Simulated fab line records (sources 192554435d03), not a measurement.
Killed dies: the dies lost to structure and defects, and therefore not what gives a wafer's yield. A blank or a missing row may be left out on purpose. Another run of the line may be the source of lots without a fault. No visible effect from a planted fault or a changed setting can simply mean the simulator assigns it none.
Matching of chambers | flow n5 finfet | 3 sister chambers for N5_SDB_HM_DEP_00 on pecvd-04
The step deposits SiNx from SiH4/NH3/N2, target thk 40 nm, time 35.3 s. 6 wafers are shown with their chamber, then 8 later ones without.

WAFERS WITH THEIR CHAMBER
wafer  | chamber | throttle valve pct (%) | showerhead plenum p Torr (Torr)
L080.3 | 2       | 36                     | 5.03
L081.4 | 1       | 40                     | 5.13
L082.1 | 2       | 37                     | 5.04
L082.2 | 0       | 48                     | 5.12
L082.5 | 0       | 48                     | 5.14
L083.2 | 1       | 40                     | 5.13

WAFERS WITH NO CHAMBER GIVEN
wafer  | throttle valve pct (%) | showerhead plenum p Torr (Torr)
L083.5 | 37                     | 5.03
L083.6 | 48                     | 5.13
L087.2 | 37                     | 5.04
L087.3 | 41                     | 5.14
L087.5 | 49                     | 5.14
L092.1 | 37                     | 5.02
L092.2 | 49                     | 5.13
L092.3 | 41                     | 5.14

EACH ONE'S CHAMBER
wafer  | from the rows above | in truth
L083.5 | 2                   | 2
L083.6 | 0                   | 0
L087.2 | 2                   | 2
L087.3 | 1                   | 1
L087.5 | 0                   | 0
L092.1 | 2                   | 2
L092.2 | 0                   | 0
L092.3 | 1                   | 1
Correctly placed: 8 of 8. Not placeable from these rows: 0. Placed wrongly: 0.
How it was worked out, from the rows above alone: a wafer's distance from a chamber is the root of the sum, over the readings, of the square of ((its reading less the chamber's mean) divided by the reading's scatter). If the next closest chamber is less than 2 further off than the closest, the wafer can't be placed; otherwise it belongs to the closest. A chamber's mean is the mean of its shown wafers. The scatter: take each reading less its chamber's mean, square it, sum over the shown wafers, divide by the number of wafers less the number of chambers, and take the root.
